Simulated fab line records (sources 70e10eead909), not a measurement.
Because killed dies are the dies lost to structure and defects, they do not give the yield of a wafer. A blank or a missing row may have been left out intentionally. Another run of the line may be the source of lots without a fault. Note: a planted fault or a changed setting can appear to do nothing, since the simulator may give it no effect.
Matching of chambers / flow nand harc / NHARC_A_STAIRCASE_DESCUM_11 on rie diel-07: 4 sister chambers
The step chemistry O2, time 3 s. 18 wafers are shown with their chamber, then 9 later ones without.

## WAFERS PAIRED WITH THEIR CHAMBERS
wafer=L075.1; chamber=3; drypump motor current A (A)=6.1; showerhead plenum p Torr (Torr)=1.85; oes product au (a.u.)=1.016
wafer=L075.4; chamber=2; drypump motor current A (A)=5.9; showerhead plenum p Torr (Torr)=1.90; oes product au (a.u.)=0.997
wafer=L075.5; chamber=3; drypump motor current A (A)=6.2; showerhead plenum p Torr (Torr)=1.85; oes product au (a.u.)=0.998
wafer=L077.3; chamber=0; drypump motor current A (A)=6.5; showerhead plenum p Torr (Torr)=2.03; oes product au (a.u.)=1.001
wafer=L077.4; chamber=3; drypump motor current A (A)=6.1; showerhead plenum p Torr (Torr)=1.84; oes product au (a.u.)=1.008
wafer=L077.6; chamber=3; drypump motor current A (A)=6.2; showerhead plenum p Torr (Torr)=1.84; oes product au (a.u.)=1.001
wafer=L078.1; chamber=0; drypump motor current A (A)=6.5; showerhead plenum p Torr (Torr)=2.03; oes product au (a.u.)=1.006
wafer=L078.4; chamber=1; drypump motor current A (A)=5.7; showerhead plenum p Torr (Torr)=1.87; oes product au (a.u.)=0.996
wafer=L078.6; chamber=1; drypump motor current A (A)=5.7; showerhead plenum p Torr (Torr)=1.87; oes product au (a.u.)=1.002
wafer=L080.4; chamber=1; drypump motor current A (A)=5.7; showerhead plenum p Torr (Torr)=1.87; oes product au (a.u.)=1.002
wafer=L080.5; chamber=0; drypump motor current A (A)=6.5; showerhead plenum p Torr (Torr)=2.02; oes product au (a.u.)=0.998
wafer=L080.6; chamber=1; drypump motor current A (A)=5.7; showerhead plenum p Torr (Torr)=1.87; oes product au (a.u.)=0.996
wafer=L086.3; chamber=0; drypump motor current A (A)=6.5; showerhead plenum p Torr (Torr)=2.02; oes product au (a.u.)=1.005
wafer=L086.4; chamber=3; drypump motor current A (A)=6.1; showerhead plenum p Torr (Torr)=1.83; oes product au (a.u.)=0.997
wafer=L086.5; chamber=0; drypump motor current A (A)=6.5; showerhead plenum p Torr (Torr)=2.02; oes product au (a.u.)=1.005
wafer=L089.1; chamber=2; drypump motor current A (A)=5.9; showerhead plenum p Torr (Torr)=1.88; oes product au (a.u.)=0.988
wafer=L089.2; chamber=1; drypump motor current A (A)=5.7; showerhead plenum p Torr (Torr)=1.86; oes product au (a.u.)=0.992
wafer=L089.3; chamber=3; drypump motor current A (A)=6.1; showerhead plenum p Torr (Torr)=1.83; oes product au (a.u.)=1.004

SIGNATURES, as means of the wafers listed above
reading=drypump motor current A; chamber 0=6.500; chamber 1=5.700; chamber 2=5.900; chamber 3=6.133; scatter within a chamber=0.0309
reading=showerhead plenum p Torr; chamber 0=2.0240; chamber 1=1.8680; chamber 2=1.8900; chamber 3=1.8400; scatter within a chamber=0.00756
reading=oes product au; chamber 0=1.00300; chamber 1=0.99760; chamber 2=0.99250; chamber 3=1.00400; scatter within a chamber=0.00545
Rule: a wafer's distance from a chamber is the root of the sum, over the readings, of the square of ((its reading less the chamber's mean) divided by the reading's scatter). If the next closest chamber is less than 2 further off than the closest, the wafer can't be placed; otherwise it belongs to the closest. The scatter: take each reading less its chamber's mean, square it, sum over the shown wafers, divide by the number of wafers less the number of chambers, and take the root.

## WAFERS MISSING THEIR CHAMBER
wafer=L090.1; drypump motor current A (A)=6.1; showerhead plenum p Torr (Torr)=1.83; oes product au (a.u.)=1.007
wafer=L090.5; drypump motor current A (A)=6.5; showerhead plenum p Torr (Torr)=2.01; oes product au (a.u.)=1.009
wafer=L090.6; drypump motor current A (A)=5.7; showerhead plenum p Torr (Torr)=1.86; oes product au (a.u.)=0.996
wafer=L092.1; drypump motor current A (A)=6.5; showerhead plenum p Torr (Torr)=2.01; oes product au (a.u.)=1.001
wafer=L092.3; drypump motor current A (A)=5.9; showerhead plenum p Torr (Torr)=1.88; oes product au (a.u.)=0.984
wafer=L092.6; drypump motor current A (A)=6.1; showerhead plenum p Torr (Torr)=1.83; oes product au (a.u.)=0.999
wafer=L097.2; drypump motor current A (A)=5.7; showerhead plenum p Torr (Torr)=1.85; oes product au (a.u.)=1.011
wafer=L097.3; drypump motor current A (A)=6.5; showerhead plenum p Torr (Torr)=2.01; oes product au (a.u.)=0.993
wafer=L097.5; drypump motor current A (A)=5.9; showerhead plenum p Torr (Torr)=1.87; oes product au (a.u.)=0.995

## EACH ONE'S CHAMBER
wafer=L090.1; from the rows above=3; in truth=3
wafer=L090.5; from the rows above=0; in truth=0
wafer=L090.6; from the rows above=1; in truth=1
wafer=L092.1; from the rows above=0; in truth=0
wafer=L092.3; from the rows above=2; in truth=2
wafer=L092.6; from the rows above=3; in truth=3
wafer=L097.2; from the rows above=1; in truth=1
wafer=L097.3; from the rows above=0; in truth=0
wafer=L097.5; from the rows above=2; in truth=2
Placed correctly: 9 of 9. Can't be placed from these rows: 0. Placed wrongly: 0.
